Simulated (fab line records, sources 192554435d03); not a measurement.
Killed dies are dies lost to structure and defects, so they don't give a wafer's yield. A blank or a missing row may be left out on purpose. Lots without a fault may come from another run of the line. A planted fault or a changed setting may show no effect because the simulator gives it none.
fab line records | flow n5_finfet
record lots=24 wafers=72 last_day=18
route steps=1938 shown BEOL_M5@1175 BEOL_M6@1195
lots that met no fault: from a run of the same line without faults
start_h: hours from the record's first day to the start of the lot's first wafer shown | wait_h: hours since the lot's step before | " the same as in the row above | L1.1+2: a row that stands for several wafers | - no value, or no start given | * or withheld: withheld | < > ~ a bound
route shown NAME@n: a module of which the file shows steps, and the number in the route of the first | usual: mean/standard deviation of fault-free wafers | same: alike in all rows | chamber/n: place in a boat | sites: the reading at each site | _std_site: their standard deviation | _edge_site: outer sites' mean less inner sites' | radius_mm: how far each site lies from the wafer's centre | mask NAME#n: copy n | behind: the tool/chamber that last shaped the wafer | hold: why the lot was held/for how many hours/how that ended | device: the transistor (n, p or np) that didn't switch | end of line: the same wafers' tests at the end of the route | a step without rows: its recipe alone | killed: dies lost to structure and defects at the first sort, not the wafer's yield | map: a wafer's dies, x killed, . not, _ none there
set.NAME: the setting as run; set.NAME@STEP: as run at that earlier step | model.NAME: the simulator's own value behind a step, which no gauge read
steps of the route over a sample of lots; a table a step, a row a wafer
services: from which hour (start_h, from the record's first day; less than 0 if before it) a tool's chamber was out of use, for how many hours, and why
## steps
# step N5_BEOL_M5_SPUTTER_48
# recipe material=Cu target_thk_a=150 temp_c=-20 chamber_pressure_pa=0.07 power_w=withheld time_s=27.62
# usual substrate_temp_c=-20.00/0.11 throttle_valve_pct=30.6/0.93
# same time_s=27.62
# columns lot.wafer tool chamber start_h wait_h substrate_temp_c throttle_valve_pct
L074.1 pvd_sputter-01 - 189.77 0.1 -20.10 29.9
L074.3 " - " " -19.77 30.6
L074.5 " - " " -19.88 30.2
L075.3 pvd_sputter-03 - 192.09 1.5 -20.06 31.8
L075.4 " - " " -19.94 31.1
L075.6 " - " " -20.01 31.9
L077.1 pvd_sputter-03 - 203.87 0.1 -20.08 32.0
L077.3 " - " " -19.90 29.0
L077.5 " - " " -19.96 29.1
L076.1 pvd_sputter-01 - 204.26 0.2 -20.02 31.5
L076.3 " - " " -19.92 30.5
L076.6 " - " " -19.87 30.3
L078.2 pvd_sputter-02 - 209.45 0.1 -19.81 29.7
L078.4 " - " " -20.05 30.5
L078.5 " - " " -19.74 29.9
L079.3 pvd_sputter-01 - 213.28 0.2 -19.99 31.6
L079.4 " - " " -19.97 31.3
L079.6 " - " " -19.95 32.0
L080.1 pvd_sputter-03 - 213.72 0.1 -19.96 28.8
L080.2 " - " " -19.79 29.6
L080.6 " - " " -19.89 31.1
L082.2 pvd_sputter-01 - 233.75 0.1 -20.04 30.4
L082.4 " - " " -20.03 31.0
L082.6 " - " " -20.08 30.6
L081.2 pvd_sputter-03 - 234.87 0.3 -19.89 32.0
L081.4 " - " " -20.07 28.7
L081.5 " - " " -19.87 29.7
L083.2 pvd_sputter-02 - 239.39 0.1 -20.10 29.8
L083.4 " - " " -20.00 30.3
L083.5 " - " " -19.94 30.9
L084.1 pvd_sputter-03 - 239.55 0.1 -20.14 29.8
L084.3 " - " " -20.01 31.0
L084.4 " - " " -20.15 32.3
L087.2 pvd_sputter-01 - 260.03 0.2 -19.97 31.8
L087.4 " - " " -19.87 31.3
L087.6 " - " " -20.03 32.0
L085.3 pvd_sputter-03 - 260.39 0.2 -20.10 31.9
L085.5 " - " " -19.80 31.2
L085.6 " - " " -20.21 32.3
L088.2 pvd_sputter-02 - 261.79 0.2 -19.99 30.5
L088.3 " - " " -20.01 30.6
L088.5 " - " " -19.94 29.7
L086.1 pvd_sputter-03 - 267.10 0.1 -19.96 32.2
L086.2 " - " " -19.99 31.2
L086.5 " - " " -20.12 29.7
L089.2 pvd_sputter-03 - 274.73 0.1 -20.11 29.9
L089.4 " - " " -20.19 32.1
L089.6 " - " " -20.07 30.8
L091.2 pvd_sputter-01 - 276.27 0.2 -20.10 30.5
L091.4 " - " " -20.10 31.4
L091.6 " - " " -20.01 30.4
L090.1 pvd_sputter-01 - 286.25 0.1 -20.04 31.5
L090.5 " - " " -20.05 30.1
L090.6 " - " " -20.16 31.2
L092.2 pvd_sputter-03 - 292.25 1.2 -19.97 29.1
L092.5 " - " " -20.07 28.9
L092.6 " - " " -20.08 29.8
L093.3 pvd_sputter-01 - 296.57 0.1 -19.99 30.4
L093.4 " - " " -20.01 30.0
L093.5 " - " " -19.90 32.0
L094.4 pvd_sputter-03 - 310.63 0.1 -19.87 29.8
L094.5 " - " " -19.88 29.2
L094.6 " - " " -19.96 31.1
L095.1 pvd_sputter-01 - 312.01 0.2 -19.88 31.6
L095.5 " - " " -20.13 31.2
L095.6 " - " " -19.84 30.6
L097.1 pvd_sputter-02 - 332.52 0.1 -19.88 30.7
L097.4 " - " " -20.05 30.7
L097.5 " - " " -19.87 30.3
L096.1 pvd_sputter-01 - 337.67 0.1 -20.04 31.7
L096.2 " - " " -19.97 31.5
L096.3 " - " " -19.88 30.2
# step N5_BEOL_M5_SPUTTER_83
# recipe material=Cu target_thk_a=150 temp_c=-20 chamber_pressure_pa=0.07 power_w=withheld time_s=27.62
# usual substrate_temp_c=-19.99/0.11 throttle_valve_pct=30.6/0.95
# same time_s=27.62
# columns lot.wafer tool chamber start_h wait_h substrate_temp_c throttle_valve_pct
L074.1 pvd_sputter-01 - 191.94 0.5 -20.11 30.2
L074.3 " - " " -19.90 30.1
L074.5 " - " " -20.00 30.7
L075.3 pvd_sputter-03 - 194.27 0.5 -19.72 32.1
L075.4 " - " " -19.96 31.1
L075.6 " - " " -19.84 32.2
L077.1 pvd_sputter-03 - 206.05 0.5 -19.84 32.0
L077.3 " - " " -19.97 28.9
L077.5 " - " " -20.15 29.0
L076.1 pvd_sputter-01 - 206.43 0.5 -19.94 31.6
L076.3 " - " " -19.92 30.3
L076.6 " - " " -19.99 30.5
L078.2 pvd_sputter-02 - 211.63 0.5 -19.99 30.1
L078.4 " - " " -19.82 30.5
L078.5 " - " " -19.96 29.7
L079.3 pvd_sputter-01 - 215.46 0.5 -20.00 31.7
L079.4 " - " " -19.90 31.4
L079.6 " - " " -19.97 31.6
L080.1 pvd_sputter-03 - 215.89 0.5 -19.95 29.1
L080.2 " - " " -20.01 29.6
L080.6 " - " " -20.17 30.9
L082.2 pvd_sputter-01 - 235.92 0.5 -20.14 30.6
L082.4 " - " " -19.82 31.3
L082.6 " - " " -19.89 30.3
L081.2 pvd_sputter-03 - 237.05 0.5 -19.94 32.1
L081.4 " - " " -20.03 28.7
L081.5 " - " " -19.83 29.7
L083.2 pvd_sputter-02 - 241.56 0.5 -20.00 29.8
L083.4 " - " " -20.00 30.4
L083.5 " - " " -19.95 30.6
L084.1 pvd_sputter-03 - 241.73 0.5 -19.97 29.8
L084.3 " - " " -20.16 31.0
L084.4 " - " " -19.97 32.2
L087.2 pvd_sputter-01 - 262.20 0.5 -19.99 31.9
L087.4 " - " " -20.04 31.1
L087.6 " - " " -20.13 32.0
L085.3 pvd_sputter-03 - 262.57 0.5 -19.89 32.0
L085.5 " - " " -19.97 31.2
L085.6 " - " " -20.03 32.2
L088.2 pvd_sputter-02 - 263.96 0.5 -20.10 30.6
L088.3 " - " " -20.08 30.8
L088.5 " - " " -19.97 30.1
L086.1 pvd_sputter-03 - 269.27 0.5 -19.97 32.0
L086.2 " - " " -19.84 31.1
L086.5 " - " " -19.91 29.7
L089.2 pvd_sputter-03 - 276.90 0.5 -19.83 29.6
L089.4 " - " " -19.97 32.0
L089.6 " - " " -19.83 31.1
L091.2 pvd_sputter-01 - 278.44 0.5 -19.85 30.5
L091.4 " - " " -20.04 31.2
L091.6 " - " " -20.13 30.6
L090.1 pvd_sputter-01 - 288.42 0.5 -20.06 31.6
L090.5 " - " " -19.93 30.0
L090.6 " - " " -20.02 31.2
L092.2 pvd_sputter-03 - 294.43 0.5 -20.12 28.9
L092.5 " - " " -20.15 28.9
L092.6 " - " " -19.92 29.9
L093.3 pvd_sputter-01 - 298.75 0.5 -19.88 30.5
L093.4 " - " " -19.85 30.2
L093.5 " - " " -20.01 31.9
L094.4 pvd_sputter-03 - 312.81 0.5 -19.78 29.8
L094.5 " - " " -20.05 29.1
L094.6 " - " " -20.04 31.1
L095.1 pvd_sputter-01 - 314.19 0.5 -20.12 31.8
L095.5 " - " " -20.02 31.2
L095.6 " - " " -20.04 30.0
L097.1 pvd_sputter-02 - 334.69 0.5 -19.71 30.5
L097.4 " - " " -19.95 30.5
L097.5 " - " " -20.12 30.4
L096.1 pvd_sputter-01 - 339.84 0.5 -20.01 31.8
L096.2 " - " " -20.17 31.4
L096.3 " - " " -19.76 29.9
# step N5_BEOL_M5_ANNEAL_51
# recipe temp_c=225 time_s=90 ambient=N2
# usual wafer_temp_C_max=225.85/0.23
# same time_s=90
# columns lot.wafer tool chamber start_h wait_h wafer_temp_C_max
L074.1 rtp_anneal-01 0 194.32 0.1 225.72
L074.3 " 0 " " 225.51
L074.5 " 0 " " 225.79
L075.3 rtp_anneal-02 0 196.75 0.2 225.38
L075.4 " 0 " " 225.59
L075.6 " 0 " " 225.55
L077.1 rtp_anneal-01 0 208.42 0.1 226.12
L077.3 " 0 " " 226.10
L077.5 " 0 " " 225.71
L076.1 rtp_anneal-01 0 208.81 0.1 226.02
L076.3 " 0 " " 226.03
L076.6 " 0 " " 225.60
L078.2 rtp_anneal-01 0 214.05 0.1 225.84
L078.4 " 0 " " 225.74
L078.5 " 0 " " 225.82
L079.3 rtp_anneal-02 0 217.92 0.1 226.15
L079.4 " 0 " " 225.88
L079.6 " 0 " " 226.09
L080.1 rtp_anneal-02 0 218.27 0.1 225.90
L080.2 " 0 " " 225.93
L080.6 " 0 " " 225.98
L082.2 rtp_anneal-01 0 238.35 0.1 226.06
L082.4 " 0 " " 226.17
L082.6 " 0 " " 225.91
L081.2 rtp_anneal-01 0 239.47 0.1 225.17
L081.4 " 0 " " 225.82
L081.5 " 0 " " 225.58
L083.2 rtp_anneal-02 0 244.10 0.2 225.84
L083.4 " 0 " " 225.78
L083.5 " 0 " " 225.71
L084.1 rtp_anneal-01 0 244.46 0.4 226.07
L084.3 " 0 " " 226.17
L084.4 " 0 " " 225.89
L085.3 rtp_anneal-01 0 265.03 0.1 225.94
L085.5 " 0 " " 225.76
L085.6 " 0 " " 225.85
L088.2 rtp_anneal-01 0 266.38 0.1 226.09
L088.3 " 0 " " 226.10
L088.5 " 0 " " 225.27
L087.2 rtp_anneal-01 0 268.76 0.1 225.76
L087.4 " 0 " " 226.10
L087.6 " 0 " " 225.70
L086.1 rtp_anneal-01 0 271.65 0.1 225.55
L086.2 " 0 " " 225.87
L086.5 " 0 " " 226.14
L089.2 rtp_anneal-01 0 279.32 0.1 226.12
L089.4 " 0 " " 226.16
L089.6 " 0 " " 225.96
L091.2 rtp_anneal-02 0 281.25 0.5 225.79
L091.4 " 0 " " 225.96
L091.6 " 0 " " 225.91
L090.1 rtp_anneal-01 0 291.03 0.3 225.78
L090.5 " 0 " " 225.97
L090.6 " 0 " " 226.11
L092.2 rtp_anneal-02 0 296.90 0.2 225.52
L092.5 " 0 " " 225.72
L092.6 " 0 " " 225.74
L093.3 rtp_anneal-02 0 301.21 0.1 225.88
L093.4 " 0 " " 225.59
L093.5 " 0 " " 225.79
L094.4 rtp_anneal-02 0 315.32 0.2 225.70
L094.5 " 0 " " 226.22
L094.6 " 0 " " 225.69
L095.1 rtp_anneal-01 0 316.56 0.1 225.71
L095.5 " 0 " " 225.44
L095.6 " 0 " " 225.63
L097.1 rtp_anneal-02 0 337.07 0.1 225.80
L097.4 " 0 " " 225.78
L097.5 " 0 " " 225.91
L096.1 rtp_anneal-01 0 342.22 0.1 225.99
L096.2 " 0 " " 225.78
L096.3 " 0 " " 225.74
# step N5_BEOL_M5_DEP_56
# recipe material=SiCN target_thk_a=80 temp_c=withheld precursor=3MS/NH3 pressure_torr=3 rf_w=202 time_s=14
# usual showerhead_plenum_p_Torr=3.660/0.012 throttle_valve_pct=8.7/0.55
# same time_s=14
# columns lot.wafer tool chamber start_h wait_h showerhead_plenum_p_Torr throttle_valve_pct
L074.1 pecvd-03 2 195.11 0.0 3.692 8.5
L074.3 " 0 " " 3.645 9.2
L074.5 " 0 " " 3.641 9.3
L075.3 pecvd-03 0 197.45 0.0 3.650 9.3
L075.4 " 0 " " 3.646 9.4
L075.6 " 1 " " 3.649 9.0
L077.1 pecvd-01 0 209.22 0.0 3.663 8.7
L077.3 " 1 " " 3.649 9.7
L077.5 " 1 " " 3.659 9.7
L076.1 pecvd-01 1 209.67 0.0 3.651 9.8
L076.3 " 0 " " 3.668 8.7
L076.6 " 0 " " 3.662 8.4
L078.2 pecvd-01 1 214.80 0.0 3.645 9.8
L078.4 " 0 " " 3.655 8.2
L078.5 " 1 " " 3.654 9.8
L079.3 pecvd-04 0 219.30 0.0 3.634 8.3
L079.4 " 0 " " 3.650 8.3
L079.6 " 1 " " 3.677 8.8
L080.1 pecvd-04 2 219.39 0.0 3.681 8.4
L080.2 " 0 " " 3.638 8.8
L080.6 " 1 " " 3.678 8.6
L082.2 pecvd-01 0 239.10 0.0 3.664 8.5
L082.4 " 0 " " 3.662 8.4
L082.6 " 2 " " 3.662 8.4
L081.2 pecvd-04 2 240.41 0.0 3.668 8.4
L081.4 " 0 " " 3.643 8.8
L081.5 " 2 " " 3.669 8.6
L083.2 pecvd-04 1 245.38 0.0 3.681 8.7
L083.4 " 2 " " 3.670 8.7
L083.5 " 0 " " 3.654 8.6
L084.1 pecvd-01 0 245.42 0.0 3.660 8.8
L084.3 " 1 " " 3.656 9.9
L084.4 " 2 " " 3.658 8.0
L085.3 pecvd-01 2 265.76 0.0 3.664 8.1
L085.5 " 2 " " 3.669 8.2
L085.6 " 0 " " 3.662 8.4
L088.2 pecvd-01 0 267.17 0.0 3.656 8.3
L088.3 " 2 " " 3.663 8.0
L088.5 " 0 " " 3.666 8.3
L087.2 pecvd-01 0 269.51 0.0 3.663 8.4
L087.4 " 1 " " 3.649 9.7
L087.6 " 0 " " 3.664 8.5
L086.1 pecvd-01 0 272.44 0.0 3.665 8.8
L086.2 " 1 " " 3.654 9.6
L086.5 " 2 " " 3.661 8.2
L089.2 pecvd-01 2 280.12 0.0 3.658 8.2
L089.4 " 0 " " 3.661 8.5
L089.6 " 1 " " 3.657 9.8
L091.2 pecvd-04 2 282.00 0.0 3.670 8.7
L091.4 " 1 " " 3.677 8.7
L091.6 " 2 " " 3.672 8.4
L090.1 pecvd-04 2 291.82 0.0 3.670 8.5
L090.5 " 0 " " 3.648 8.6
L090.6 " 2 " " 3.677 8.5
L092.2 pecvd-01 2 297.69 0.0 3.659 8.6
L092.5 " 1 " " 3.657 9.5
L092.6 " 0 " " 3.658 8.4
L093.3 pecvd-04 1 301.91 0.0 3.668 8.6
L093.4 " 2 " " 3.670 8.7
L093.5 " 1 " " 3.684 8.6
L094.4 pecvd-01 1 316.01 0.0 3.659 9.5
L094.5 " 2 " " 3.668 7.9
L094.6 " 1 " " 3.645 9.6
L095.1 pecvd-01 2 317.38 0.0 3.656 8.1
L095.5 " 1 " " 3.663 9.6
L095.6 " 2 " " 3.652 8.3
L097.1 pecvd-01 1 338.02 0.0 3.644 9.7
L097.4 " 2 " " 3.657 8.2
L097.5 " 1 " " 3.652 9.3
L096.1 pecvd-04 2 343.06 0.0 3.657 8.7
L096.2 " 0 " " 3.645 8.6
L096.3 " 1 " " 3.678 8.4
# step N5_BEOL_M6_CURE_74
# recipe temp_c=385 time_s=240 ambient=He/Ar material=SiCOH_lowk
# usual lamp_power_pct=52.32/0.054 wafer_temp_C_max=386.9/0.71
# same time_s=240
# columns lot.wafer tool chamber start_h wait_h lamp_power_pct wafer_temp_C_max
L074.1 uv_cure-01 0 195.30 0.0 52.34 388.1
L074.3 " 0 " " 52.24 387.4
L074.5 " 0 " " 52.30 387.0
L075.3 uv_cure-03 0 197.80 0.2 52.34 387.7
L075.4 " 0 " " 52.31 387.2
L075.6 " 0 " " 52.28 387.8
L077.1 uv_cure-03 1 209.43 0.0 52.31 386.9
L077.3 " 1 " " 52.42 386.6
L077.5 " 1 " " 52.32 386.8
L076.1 uv_cure-02 2 209.88 0.0 52.24 388.1
L076.3 " 2 " " 52.35 388.8
L076.6 " 2 " " 52.36 388.2
L078.2 uv_cure-01 0 215.12 0.1 52.35 387.1
L078.4 " 0 " " 52.34 386.9
L078.5 " 0 " " 52.23 386.8
L080.1 uv_cure-02 2 219.59 0.0 52.36 388.1
L080.2 " 2 " " 52.26 388.9
L080.6 " 2 " " 52.24 389.1
L079.3 uv_cure-03 2 219.65 0.2 52.29 385.8
L079.4 " 2 " " 52.30 386.5
L079.6 " 2 " " 52.32 386.0
L082.2 uv_cure-01 1 239.47 0.2 52.32 386.7
L082.4 " 1 " " 52.30 386.6
L082.6 " 1 " " 52.24 386.3
L081.2 uv_cure-02 1 240.68 0.1 52.32 387.6
L081.4 " 1 " " 52.45 386.6
L081.5 " 1 " " 52.39 387.8
L084.1 uv_cure-03 0 245.61 0.0 52.36 387.0
L084.3 " 0 " " 52.38 386.9
L084.4 " 0 " " 52.38 387.8
L083.2 uv_cure-02 0 245.65 0.1 52.28 386.1
L083.4 " 0 " " 52.31 386.2
L083.5 " 0 " " 52.36 387.2
L085.3 uv_cure-01 2 266.11 0.2 52.33 387.2
L085.5 " 2 " " 52.36 387.8
L085.6 " 2 " " 52.32 387.4
L088.2 uv_cure-03 2 267.46 0.1 52.24 386.1
L088.3 " 2 " " 52.30 385.9
L088.5 " 2 " " 52.39 385.9
L087.2 uv_cure-01 0 269.79 0.1 52.30 387.0
L087.4 " 0 " " 52.27 387.2
L087.6 " 0 " " 52.36 386.5
L086.1 uv_cure-01 2 272.95 0.4 52.34 387.6
L086.2 " 2 " " 52.42 387.8
L086.5 " 2 " " 52.17 388.4
L089.2 uv_cure-01 1 280.40 0.1 52.27 386.8
L089.4 " 1 " " 52.27 386.3
L089.6 " 1 " " 52.31 386.4
L091.2 uv_cure-02 1 282.27 0.1 52.26 386.8
L091.4 " 1 " " 52.31 387.5
L091.6 " 1 " " 52.44 387.1
L090.1 uv_cure-01 1 292.01 0.0 52.36 386.6
L090.5 " 1 " " 52.31 386.9
L090.6 " 1 " " 52.28 386.6
L092.2 uv_cure-02 0 298.02 0.2 52.28 386.8
L092.5 " 0 " " 52.36 386.6
L092.6 " 0 " " 52.37 386.2
L093.3 uv_cure-01 1 302.28 0.2 52.23 386.4
L093.4 " 1 " " 52.36 386.6
L093.5 " 1 " " 52.27 386.5
L094.4 uv_cure-03 2 316.75 0.6 52.29 386.2
L094.5 " 2 " " 52.38 386.1
L094.6 " 2 " " 52.28 385.9
L095.1 uv_cure-03 2 317.59 0.0 52.34 386.7
L095.5 " 2 " " 52.32 386.1
L095.6 " 2 " " 52.28 386.0
L097.1 uv_cure-01 1 338.21 0.0 52.35 387.0
L097.4 " 1 " " 52.32 386.2
L097.5 " 1 " " 52.37 387.0
L096.1 uv_cure-03 2 343.25 0.0 52.29 387.0
L096.2 " 2 " " 52.27 386.4
L096.3 " 2 " " 52.31 386.3
# step N5_BEOL_M6_OVL_MEAS_12
# recipe points_per_wafer=44
# usual M6_OVL=-0.1/0.79
# columns lot.wafer tool chamber start_h wait_h M6_OVL[nm]
L074.1 overlay-01 0 197.45 0.0 -0.9
L074.3 " 0 " " 0.4
L074.5 " 0 " " -0.9
L075.3 overlay-02 0 200.22 0.0 0.0
L075.4 " 0 " " 0.3
L075.6 " 0 " " -1.4
L077.1 overlay-01 0 212.24 0.0 -0.9
L077.3 " 0 " " -1.4
L077.5 " 0 " " -0.8
L076.1 overlay-02 0 212.44 0.0 0.0
L076.3 " 0 " " -1.0
L076.6 " 0 " " -0.8
L078.2 overlay-02 0 218.45 0.0 -0.6
L078.4 " 0 " " -0.6
L078.5 " 0 " " -0.7
L079.3 overlay-01 0 221.99 0.0 -0.8
L079.4 " 0 " " 0.1
L079.6 " 0 " " -0.8
L080.1 overlay-02 0 222.16 0.0 0.3
L080.2 " 0 " " 0.0
L080.6 " 0 " " 0.5
L082.2 overlay-02 0 244.55 0.0 0.7
L082.4 " 0 " " 1.8
L082.6 " 0 " " 0.6
L081.2 overlay-01 0 244.59 0.0 1.0
L081.4 " 0 " " 0.8
L081.5 " 0 " " 0.6
L083.2 overlay-01 0 247.12 0.0 -0.6
L083.4 " 0 " " 0.4
L083.5 " 0 " " -0.2
L084.1 overlay-01 0 247.35 0.0 1.0
L084.3 " 0 " " 0.5
L084.4 " 0 " " 0.6
L085.3 overlay-02 0 267.28 0.1 -0.3
L085.5 " 0 " " -1.4
L085.6 " 0 " " -1.0
L088.2 overlay-01 0 269.50 0.0 0.7
L088.3 " 0 " " 0.6
L088.5 " 0 " " 0.5
L087.2 overlay-02 0 271.98 0.0 -0.7
L087.4 " 0 " " -0.7
L087.6 " 0 " " 0.5
L086.1 overlay-01 0 275.26 0.0 0.7
L086.2 " 0 " " 0.9
L086.5 " 0 " " 1.0
L089.2 overlay-01 0 283.00 0.0 0.7
L089.4 " 0 " " 0.2
L089.6 " 0 " " 0.0
L091.2 overlay-02 0 283.61 0.0 -0.1
L091.4 " 0 " " -0.2
L091.6 " 0 " " -1.1
L090.1 overlay-01 0 294.04 0.0 0.4
L090.5 " 0 " " 0.9
L090.6 " 0 " " 0.1
L092.2 overlay-01 0 301.90 0.0 -1.4
L092.5 " 0 " " -1.0
L092.6 " 0 " " -0.7
L093.3 overlay-01 0 303.87 0.0 -1.0
L093.4 " 0 " " -1.0
L093.5 " 0 " " 0.5
L094.4 overlay-01 0 318.06 0.0 -1.3
L094.5 " 0 " " -0.9
L094.6 " 0 " " 0.2
L095.1 overlay-01 0 321.21 0.0 -1.1
L095.5 " 0 " " -0.1
L095.6 " 0 " " 0.0
L097.1 overlay-02 0 339.74 0.0 1.0
L097.4 " 0 " " 1.4
L097.5 " 0 " " 1.5
L096.1 overlay-02 0 345.05 0.0 -0.2
L096.2 " 0 " " -1.1
L096.3 " 0 " " -0.6
## services
# columns tool chamber start_h hours kind
pecvd-04 1 170.87 13.4 repair
uv_cure-03 - 178.85 7.5 pm
uv_cure-03 - 186.40 2.1 pm
pecvd-04 1 188.62 2.1 scheduled_down
pecvd-01 2 202.38 - clean
pecvd-01 2 202.38 - consumable_replace:showerhead
pecvd-01 2 202.38 29.0 scheduled_down
pecvd-01 2 202.38 29.0 vent_cycle
pecvd-03 - 217.15 98.4 repair
pecvd-01 1 234.87 10.4 repair
pecvd-04 - 255.35 2.8 pm
pecvd-01 1 262.38 5.5 scheduled_down
uv_cure-02 - 267.85 9.5 repair
uv_cure-03 - 280.33 3.0 repair
pvd_sputter-02 - 288.91 7.9 repair
uv_cure-01 - 298.16 1.0 pm
pvd_sputter-02 - 303.50 6.2 repair
pecvd-04 - 309.26 0.5 repair
pecvd-01 0 312.00 16.5 scheduled_down
pecvd-03 - 315.59 5.5 pm
uv_cure-02 - 318.10 1.0 pm
pecvd-03 - 329.55 15.6 pm
## key
fault none
